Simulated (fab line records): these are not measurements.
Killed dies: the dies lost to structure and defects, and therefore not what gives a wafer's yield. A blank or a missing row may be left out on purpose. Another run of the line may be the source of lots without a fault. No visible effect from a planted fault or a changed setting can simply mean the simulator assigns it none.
Matching of chambers :: flow n5_finfet :: N5_PASSIVATION_STRIP_14 on rie_diel-06: 4 sister chambers
The step strips in O2. 14 wafers are shown with their chamber, then 6 later ones without.

== WAFERS PAIRED WITH THEIR CHAMBERS ==
wafer: L695.2
chamber: 3
showerhead_plenum_p_Torr (Torr): 1.99
drypump_motor_current_A (A): 5.88
throttle_valve_pct (%): 16.59

wafer: L695.3
chamber: 2
showerhead_plenum_p_Torr (Torr): 2.26
drypump_motor_current_A (A): 5.34
throttle_valve_pct (%): 16.64

wafer: L695.5
chamber: 0
showerhead_plenum_p_Torr (Torr): 2.04
drypump_motor_current_A (A): 5.60
throttle_valve_pct (%): 16.43

wafer: L697.1
chamber: 3
showerhead_plenum_p_Torr (Torr): 1.99
drypump_motor_current_A (A): 5.89
throttle_valve_pct (%): 16.59

wafer: L697.2
chamber: 1
showerhead_plenum_p_Torr (Torr): 2.02
drypump_motor_current_A (A): 5.67
throttle_valve_pct (%): 16.84

wafer: L697.6
chamber: 0
showerhead_plenum_p_Torr (Torr): 2.04
drypump_motor_current_A (A): 5.57
throttle_valve_pct (%): 16.45

wafer: L698.3
chamber: 3
showerhead_plenum_p_Torr (Torr): 1.99
drypump_motor_current_A (A): 5.89
throttle_valve_pct (%): 16.60

wafer: L698.4
chamber: 0
showerhead_plenum_p_Torr (Torr): 2.04
drypump_motor_current_A (A): 5.56
throttle_valve_pct (%): 16.46

wafer: L698.5
chamber: 1
showerhead_plenum_p_Torr (Torr): 2.01
drypump_motor_current_A (A): 5.65
throttle_valve_pct (%): 16.85

wafer: L701.1
chamber: 0
showerhead_plenum_p_Torr (Torr): 2.03
drypump_motor_current_A (A): 5.55
throttle_valve_pct (%): 16.45

wafer: L701.6
chamber: 0
showerhead_plenum_p_Torr (Torr): 2.03
drypump_motor_current_A (A): 5.53
throttle_valve_pct (%): 16.47

wafer: L715.1
chamber: 3
showerhead_plenum_p_Torr (Torr): 1.98
drypump_motor_current_A (A): 5.84
throttle_valve_pct (%): 16.65

wafer: L715.3
chamber: 2
showerhead_plenum_p_Torr (Torr): 2.25
drypump_motor_current_A (A): 5.35
throttle_valve_pct (%): 16.70

wafer: L715.5
chamber: 0
showerhead_plenum_p_Torr (Torr): 2.02
drypump_motor_current_A (A): 5.57
throttle_valve_pct (%): 16.56

SIGNATURES, as means of the wafers listed above
reading: showerhead_plenum_p_Torr
chamber 0: 2.0333
chamber 1: 2.0150
chamber 2: 2.2550
chamber 3: 1.9875
scatter within a chamber: 0.00713

reading: drypump_motor_current_A
chamber 0: 5.5633
chamber 1: 5.6600
chamber 2: 5.3450
chamber 3: 5.8750
scatter within a chamber: 0.0216

reading: throttle_valve_pct
chamber 0: 16.4700
chamber 1: 16.8450
chamber 2: 16.6700
chamber 3: 16.6075
scatter within a chamber: 0.0386
Rule: a wafer's distance from a chamber is the root of the sum, over the readings, of the square of ((its reading less the chamber's mean) divided by the reading's scatter). The wafer belongs to the nearest chamber; if the next one is less than 2 further off, it can't be placed. The scatter: the root of (the sum of the squares of (reading less its chamber's mean) over the shown wafers, divided by (wafers less chambers)).

== WAFERS WITH NO CHAMBER GIVEN ==
wafer: L718.2
showerhead_plenum_p_Torr (Torr): 2.02
drypump_motor_current_A (A): 5.56
throttle_valve_pct (%): 16.55

wafer: L718.3
showerhead_plenum_p_Torr (Torr): 2.00
drypump_motor_current_A (A): 5.67
throttle_valve_pct (%): 16.92

wafer: L718.5
showerhead_plenum_p_Torr (Torr): 1.98
drypump_motor_current_A (A): 5.90
throttle_valve_pct (%): 16.67

wafer: L717.3
showerhead_plenum_p_Torr (Torr): 2.00
drypump_motor_current_A (A): 5.65
throttle_valve_pct (%): 16.94

wafer: L717.5
showerhead_plenum_p_Torr (Torr): 2.02
drypump_motor_current_A (A): 5.55
throttle_valve_pct (%): 16.50

wafer: L717.6
showerhead_plenum_p_Torr (Torr): 2.00
drypump_motor_current_A (A): 5.64
throttle_valve_pct (%): 16.94

== EACH ONE'S CHAMBER ==
wafer: L718.2
from the rows above: 0
in truth: 0

wafer: L718.3
from the rows above: 1
in truth: 1

wafer: L718.5
from the rows above: 3
in truth: 3

wafer: L717.3
from the rows above: 1
in truth: 1

wafer: L717.5
from the rows above: 0
in truth: 0

wafer: L717.6
from the rows above: 1
in truth: 1
6 of 6 placed correctly. Not placeable from these rows: 0. Wrongly placed: 0.
